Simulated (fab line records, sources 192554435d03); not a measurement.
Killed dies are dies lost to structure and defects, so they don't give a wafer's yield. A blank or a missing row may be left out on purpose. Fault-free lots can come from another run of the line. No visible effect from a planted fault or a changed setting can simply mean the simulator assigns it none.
Lot-split experiment    flow n5Finfet    21 wafers read from 7 lots, route of 1938 steps

== ABOUT THE SPLIT ==
At N5_MOL_CONTACT_COAG_DESCUM_45 (chemistry O2, time 7 s), the setting timeS was moved away from the recipe's 7 s on 7 of the 21 wafers read, by -18.6% to +16.2%. This setting was run at the recipe's value on the other wafers.

The reading is taken at the split's own step.

== THE READING ==
CAR-EUV_of_MOL_CONTACT_COAG_COAT_34.thkNm (the simulator's own value, which no gauge read), in nm, at N5_MOL_CONTACT_COAG_DESCUM_45 (chemistry O2, time 7 s). There is no usual value for it anywhere in the file. Average 36.0 nm, standard deviation 0.12 nm, over the 14 wafers here run with the recipe.

wafer   tool, chamber at the split  timeS as run, s  against the recipe  CAR-EUV_of_MOL_CONTACT_COAG_COAT_34.thkNm, nm  against lot-mates on the recipe
L082.1  rieDiel-01, 0,1             7                recipe              36.2                                           -
L082.5  rieDiel-01, 0,1             7                recipe              36.2                                           -
L082.4  rieDiel-01, 1               7                recipe              36                                             -
L083.1  rieDiel-03, 3               7                recipe              36                                             -
L083.3  rieDiel-03, 1               6.301            -10.0%              36.4                                           +0.4
L083.4  rieDiel-03, 0               6.301            -10.0%              36.2                                           +0.2
L084.1  rieDiel-03, 3,2,3           7                recipe              36                                             -
L084.2  rieDiel-03, 3,2,3           7                recipe              36                                             -
L084.6  rieDiel-03, 3,2,3           7                recipe              36                                             -
L085.1  rieDiel-06, 0,1             7                recipe              36                                             -
L085.2  rieDiel-06, 0,1             7                recipe              36                                             -
L085.4  rieDiel-06, 3               7.975            +13.9%              35.6                                           -0.4
L087.1  rieDiel-01, 3,2             7                recipe              35.8                                           -
L087.2  rieDiel-01, 3,2             7                recipe              35.8                                           -
L087.5  rieDiel-01, 0               7                recipe              36                                             -
L095.1  rieDiel-01, 0               8.134            +16.2%              35.6                                           -0.2
L095.3  rieDiel-01, 2               7                recipe              35.8                                           -
L095.6  rieDiel-01, 2               8.134            +16.2%              35.4                                           -0.4
L097.1  rieDiel-01, 2,0             5.698            -18.6%              36.6                                           +0.6
L097.2  rieDiel-01, 2,0             5.698            -18.6%              36.6                                           +0.6
L097.4  rieDiel-01, 1               7                recipe              36                                             -
The file does not say which wafer passed through which chamber wherever a row lists several chambers: such a row stands for several wafers.

FIT RESULTS
A straight line over all 21 wafers: CAR-EUV_of_MOL_CONTACT_COAG_COAT_34.thkNm changes by -0.0311 nm for each +1% of timeS; r = -0.93; the points scatter about the line by 0.11 nm.
The same after taking each lot's own level away (the mean of its wafers on the recipe; 21 wafers): -0.0269 nm for each +1%; r = -0.94; scatter 0.086 nm.
The reading moves by 0.5 nm for the largest change in timeS, on that fit.
Measured against the standard deviation above, the lots' own levels, which go from 35.80 to 36.13 nm, span 2.8 times it.
Thus the slope moves with the lot-to-lot level: the two fits are different.
Check: for one of the wafers moved furthest among these (-18.6%), held out of the fit, the line's prediction against its lot-mates is +0.5 nm. Against them it came out at +0.6 nm.

== THE OTHER SPLITS THESE WAFERS WENT THROUGH ==
Before the reading, these wafers also passed through other splits. Each is held against what the fit with the lots' levels taken away leaves over:
other split on the same wafers  wafers away from the commonest value  r with CAR-EUV_of_MOL_CONTACT_COAG_COAT_34.thkNm (lot level and that fit taken away)
N5_HKMG_FIN_ETCH_58 sourceW     5                                     +0.13
N5_HKMG_FIN_CVD_62 tempC        3                                     +0.28
N5_GATE_CUT_COAT_27 spinRpm     6                                     +0.15
N5_GATE_CUT_DESCUM_18 timeS     5                                     +0.15

== FILE'S OWN FIT ==
CAR-EUV_of_MOL_CONTACT_COAG_COAT_34.thkNm changes by -0.0273 nm for each +1% of timeS, r = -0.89.
